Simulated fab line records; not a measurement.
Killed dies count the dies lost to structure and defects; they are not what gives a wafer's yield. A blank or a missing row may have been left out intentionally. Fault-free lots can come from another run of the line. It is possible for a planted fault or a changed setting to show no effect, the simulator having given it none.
A lot that was struck, set against a sound lot + flow nandHarc + 15 steps out of a route of 1302
Sound: the wafers L146.1, L146.3, L146.5. Wafers struck: L156.1, L156.2, L156.6. The cause is given at the end.
Order at every step that has rows: each side's tool, ch and its chambers, its first start. Under that, the readings that differ: sound wafers + struck wafers + difference of the means + sigmas: that difference in standard deviations of wafers without a fault.
alike: same words and numbers on both sides, and readings whose means sit less than 2 such deviations apart. not compared: any withheld reading, any reading some wafer has no value for, any bound like >300 that may hide the same value, and any number with overlapping values for which the record gives no deviation.
A row with sigmas, a row that says differs or no value, or rows on one side alone: a step with any of these is where the two part. Non-overlapping numbers with no deviation appear without sigmas and do not part them. A reading missing from all wafers of one side parts the sides only when that side holds two or more wafers.

first, 4 steps without rows for these wafers: NHARC_A_DECK1_JOINT_CURE_26 (time 32 s); NHARC_A_DECK1_JOINT_ANNEAL_27 (time 3600 s); NHARC_A_DECK1_JOINT_ANNEAL_28 (time 1800 s); NHARC_A_DECK1_JOINT_ANNEAL_29 (time 1800 s).
NHARC_A_DECK1_JOINT_CMP_02: polishes SiOx.
  sound on cmp-03 ch 1,2, day 14 12:56; struck on cmp-04 ch 2,3, day 18 11:43
  alike: motorCurrentA
following that, these wafers have no rows for 1 step: NHARC_A_DECK1_JOINT_SRD_15.
NHARC_A_DECK1_JOINT_DEP_16: deposits SiO2, target thk 45 nm.
  sound on pecvd-01 ch 0,2, day 14 13:18; struck on pecvd-03 ch 1,2, day 18 12:17
  alike: heaterPowerW, mfcPrecursorSccm, throttleValvePct
NHARC_A_DECK1_JOINT_THK_MEAS_17: measures by ellipsometry.
  struck on filmMetro-01, day 18 12:32; sound on filmMetro-01, day 14 13:35
  alike: thkNm
NHARC_A_DECK1_JOINT_INSPECT_05:
  struck on defectInspect-02, day 18 12:34; sound on defectInspect-01, day 14 13:37
  alike: rawDefectCount
next comes 1 step that has no rows for these wafers: NHARC_A_ONON_D2_DEP_00 (target thickness 1000 nm).
NHARC_A_ONON_D2_THK_MEAS_02: measures by ellipsometry.
  struck on filmMetro-01, day 18 13:09; sound on filmMetro-02, day 14 14:11
  alike: thkNm
NHARC_A_ONON_D2_DEP_03: target thk 1000 nm.
  sound on pecvdOnon-04 ch 0, day 14 14:14; struck on pecvdOnon-02 ch 0, day 18 13:12
NHARC_A_ONON_D2_THK_MEAS_05: measures by ellipsometry.
  struck on filmMetro-02, day 18 13:43; sound on filmMetro-01, day 14 14:45
| reading    | sound          | struck         | difference | sigmas |
|------------|----------------|----------------|------------|--------|
| thkNm (nm) | 1005 1004 1003 | 1574 1574 1575 | +570       | +66    |
next comes 1 step that has no rows for these wafers: NHARC_A_ONON_D2_DEP_06 (target thickness 1000 nm).
-- record jumps: 11 days between struck wafers' starts before vs after; left off in module A_ONON_D2, resumes in module END, first step shown is number 1302 of the route --
NHARC_END_SORT_01:
  sound on prober-01 ch 0, day 26 02:40; struck on prober-02 ch 0, day 29 20:26
| reading       | sound    | struck      | difference | sigmas |
|---------------|----------|-------------|------------|--------|
| killedAtArray | 44 28 56 | 675 673 674 | +631       | +35    |
| killedDies    | 49 33 61 | 677 677 677 | +629       | +33    |
  alike: killedAtOther, killedAtPeriphery, killedOpen, killedShort

## WHERE THEY PART
Last at NHARC_END_SORT_01 as far as this record goes, first at NHARC_A_ONON_D2_THK_MEAS_05.

WHY: the cause the simulator had injected
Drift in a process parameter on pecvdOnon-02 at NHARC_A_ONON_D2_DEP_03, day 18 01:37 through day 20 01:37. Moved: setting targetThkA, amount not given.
